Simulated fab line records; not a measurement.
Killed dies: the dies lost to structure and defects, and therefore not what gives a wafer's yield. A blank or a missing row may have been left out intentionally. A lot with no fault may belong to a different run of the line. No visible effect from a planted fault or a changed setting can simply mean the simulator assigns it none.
Which tool did it? / flow nand-harc / 12 lots, 36 wafers sampled, at 4 steps of a route of 1302

WHAT EACH GAUGE READ, for each wafer
NHARC_A_ONON_D2_THK_MEAS_34: measures by ellipsometry. Usual: thk-nm reads 199.8 nm (standard deviation 2.7).
lot=L118; measured=day 12 19:39; on=film-metro-02; thk-nm (nm)=198.4 200.5 201.0; flag=
lot=L119; measured=day 13 07:40; on=film-metro-02; thk-nm (nm)=199.2 202.0 199.6; flag=
lot=L120; measured=day 14 06:14; on=film-metro-02; thk-nm (nm)=194.1 199.2 196.7; flag=
lot=L123; measured=day 14 16:20; on=film-metro-02; thk-nm (nm)=199.9 205.8 203.3; flag=
lot=L124; measured=day 15 11:16; on=film-metro-02; thk-nm (nm)=201.0 203.5 203.0; flag=
lot=L126; measured=day 16 01:03; on=film-metro-01; thk-nm (nm)=200.8 199.5 199.8; flag=
lot=L125; measured=day 16 01:05; on=film-metro-02; thk-nm (nm)=200.2 200.8 201.1; flag=
lot=L128; measured=day 17 03:31; on=film-metro-01; thk-nm (nm)=200.4 200.8 203.1; flag=
lot=L127; measured=day 17 03:33; on=film-metro-01; thk-nm (nm)=197.3 195.5 198.7; flag=
lot=L130; measured=day 17 18:50; on=film-metro-02; thk-nm (nm)=196.5 197.8 201.2; flag=
lot=L136; measured=day 20 05:34; on=film-metro-01; thk-nm (nm)=201.7 206.2 202.1; flag=
lot=L137; measured=day 20 22:19; on=film-metro-02; thk-nm (nm)=198.9 203.1 202.0; flag=

NHARC_A_ONON_D2_INSPECT_32. Usual: raw-defect-count reads 404 (standard deviation 160).
lot=L118; measured=day 12 19:43; on=defect-inspect-01; raw-defect-count=317 215 397; flag=
lot=L119; measured=day 13 07:44; on=defect-inspect-01; raw-defect-count=487 425 372; flag=
lot=L120; measured=day 14 06:19; on=defect-inspect-02; raw-defect-count=858 402 464; flag=
lot=L123; measured=day 14 16:25; on=defect-inspect-02; raw-defect-count=523 346 363; flag=
lot=L124; measured=day 15 11:20; on=defect-inspect-01; raw-defect-count=228 258 255; flag=
lot=L126; measured=day 16 01:08; on=defect-inspect-01; raw-defect-count=447 627 726; flag=
lot=L125; measured=day 16 01:09; on=defect-inspect-01; raw-defect-count=585 643 569; flag=
lot=L128; measured=day 17 03:35; on=defect-inspect-02; raw-defect-count=327 402 350; flag=
lot=L127; measured=day 17 03:37; on=defect-inspect-02; raw-defect-count=717 543 361; flag=
lot=L130; measured=day 17 18:56; on=defect-inspect-01; raw-defect-count=283 381 403; flag=
lot=L136; measured=day 20 05:38; on=defect-inspect-02; raw-defect-count=426 475 369; flag=
lot=L137; measured=day 20 22:23; on=defect-inspect-01; raw-defect-count=280 507 464; flag=

NHARC_A_CHANNEL_HOLE_D2_CD_MEAS_10: the cd target is 100 nm. Usual: cd-nm reads 100.1 nm (standard deviation 0.52).
lot=L118; measured=day 13 00:00; on=cd-sem-01; cd-nm (nm)=100.1 99.5 99.9; flag=
lot=L119; measured=day 13 10:25; on=cd-sem-03; cd-nm (nm)=99.7 99.1 100.2; flag=
lot=L120; measured=day 14 10:36; on=cd-sem-02; cd-nm (nm)=100.5 100.2 100.0; flag=
lot=L123; measured=day 14 20:19; on=cd-sem-01; cd-nm (nm)=100.5 100.3 100.4; flag=
lot=L124; measured=day 15 13:56; on=cd-sem-02; cd-nm (nm)=100.4 99.5 100.0; flag=
lot=L126; measured=day 16 03:50; on=cd-sem-01; cd-nm (nm)=100.3 101.0 101.0; flag=
lot=L125; measured=day 16 05:38; on=cd-sem-01; cd-nm (nm)=99.8 100.3 100.0; flag=
lot=L128; measured=day 17 06:19; on=cd-sem-03; cd-nm (nm)=98.8 99.3 98.9; flag=
lot=L127; measured=day 17 06:28; on=cd-sem-02; cd-nm (nm)=99.9 101.0 99.6; flag=
lot=L130; measured=day 17 23:16; on=cd-sem-03; cd-nm (nm)=100.7 99.9 100.4; flag=
lot=L136; measured=day 20 08:30; on=cd-sem-02; cd-nm (nm)=103.2 99.6 100.5; flag=
lot=L137; measured=day 21 04:45; on=cd-sem-03; cd-nm (nm)=100.2 100.6 100.9; flag=

WHAT TOOL EACH LOT RAN ON (gives the tool, then ch and the chambers of the sampled wafers, and finally the start)
lot=L118; NHARC_A_CHANNEL_HOLE_D2_EXPOSE_07=arfi-scanner-02 ch 0, day 12 23:52
lot=L119; NHARC_A_CHANNEL_HOLE_D2_EXPOSE_07=arfi-scanner-02 ch 0, day 13 10:17
lot=L120; NHARC_A_CHANNEL_HOLE_D2_EXPOSE_07=arfi-scanner-01 ch 0, day 14 10:28
lot=L123; NHARC_A_CHANNEL_HOLE_D2_EXPOSE_07=arfi-scanner-02 ch 0, day 14 20:11
lot=L124; NHARC_A_CHANNEL_HOLE_D2_EXPOSE_07=arfi-scanner-02 ch 0, day 15 13:48
lot=L126; NHARC_A_CHANNEL_HOLE_D2_EXPOSE_07=arfi-scanner-01 ch 0, day 16 03:41
lot=L125; NHARC_A_CHANNEL_HOLE_D2_EXPOSE_07=arfi-scanner-03 ch 0, day 16 05:30
lot=L128; NHARC_A_CHANNEL_HOLE_D2_EXPOSE_07=arfi-scanner-02 ch 0, day 17 06:10
lot=L127; NHARC_A_CHANNEL_HOLE_D2_EXPOSE_07=arfi-scanner-03 ch 0, day 17 06:19
lot=L130; NHARC_A_CHANNEL_HOLE_D2_EXPOSE_07=arfi-scanner-03 ch 0, day 17 23:08
lot=L136; NHARC_A_CHANNEL_HOLE_D2_EXPOSE_07=arfi-scanner-02 ch 0, day 20 08:22
lot=L137; NHARC_A_CHANNEL_HOLE_D2_EXPOSE_07=arfi-scanner-03 ch 0, day 21 04:37
- NHARC_A_CHANNEL_HOLE_D2_EXPOSE_07: exposes mask HOLE D2, target cd 100 nm.

AS READ BY THE TOOLS THEMSELVES (means over the sampled wafers that have a number; for cases with no such wafer, the mark the record gives instead)
The record holds no such reading with a usual standard deviation.

THE ANSWER, worked out from the rows above alone
Rule: take the mean of a lot's wafers that have a number; if it is more than 3 standard deviations from the usual mean, the lot is off. Also off: a lot with no number at a reading for which 4 or more lots have one. All remaining lots with rows at the step are treated as sound. Order of review: gauges by route order, followed by the tools' own readings, for which a lot's mean as printed above is used. The first step at which some lot is off is used, and at that step the reading that is off furthest; a lot without a number counts as furthest.
No lot is off at any reading shown: from this, nothing can be told.

WHAT THE SIMULATOR PUT IN
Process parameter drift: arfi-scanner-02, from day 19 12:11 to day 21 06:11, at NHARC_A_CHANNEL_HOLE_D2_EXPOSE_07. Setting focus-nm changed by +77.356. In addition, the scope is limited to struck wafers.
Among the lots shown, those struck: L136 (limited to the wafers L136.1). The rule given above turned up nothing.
